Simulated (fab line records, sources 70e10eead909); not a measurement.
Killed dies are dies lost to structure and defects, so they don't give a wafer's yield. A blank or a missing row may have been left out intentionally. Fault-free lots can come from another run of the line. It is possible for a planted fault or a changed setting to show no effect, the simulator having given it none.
Matching of chambers -- flow nandHarc -- aldHk-03 running NHARC_A_CHANNEL_FILL_D1_ALD_25: 4 sister chambers
The step deposits SiOx, target thk 60 nm, pulse time 10 s, ald cycles 600. 8 wafers are shown with their chamber, then 7 later ones without.

## WAFERS, EACH WITH ITS CHAMBER
wafer,chamber,heaterPowerW (W),heaterPowerOuterW (W)
L082.1,1,426,228
L082.6,3,464,284
L084.1,2,499,270
L084.6,1,416,220
L086.4,3,462,288
L086.3,2,495,274
L088.2,0,504,266
L088.5,0,508,259

## WAFERS WITH NO CHAMBER GIVEN
wafer,heaterPowerW (W),heaterPowerOuterW (W)
L088.6,435,231
L094.1,427,233
L094.3,526,274
L094.4,461,293
L096.2,490,272
L096.5,495,273
L096.6,436,225

## CHAMBER TAKEN BY EACH
wafer,from the rows above,in truth
L088.6,1,1
L094.1,1,1
L094.3,can't be placed: 0 or 2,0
L094.4,3,3
L096.2,2,2
L096.5,2,2
L096.6,1,1
Correctly placed: 6 of 7. From these rows, 1 cannot be placed; in 1 the true chamber is one of the candidates. Number placed wrongly: 0.
How it was worked out, from the rows above alone: a wafer's distance from a chamber is the root of the sum, over the readings, of the square of ((its reading less the chamber's mean) divided by the reading's scatter). If the next closest chamber is less than 2 further off than the closest, the wafer can't be placed; otherwise it belongs to the closest. For every chamber, the mean is computed from those of its wafers that are shown. The scatter: take each reading less its chamber's mean, square it, sum over the shown wafers, divide by the number of wafers less the number of chambers, and take the root.
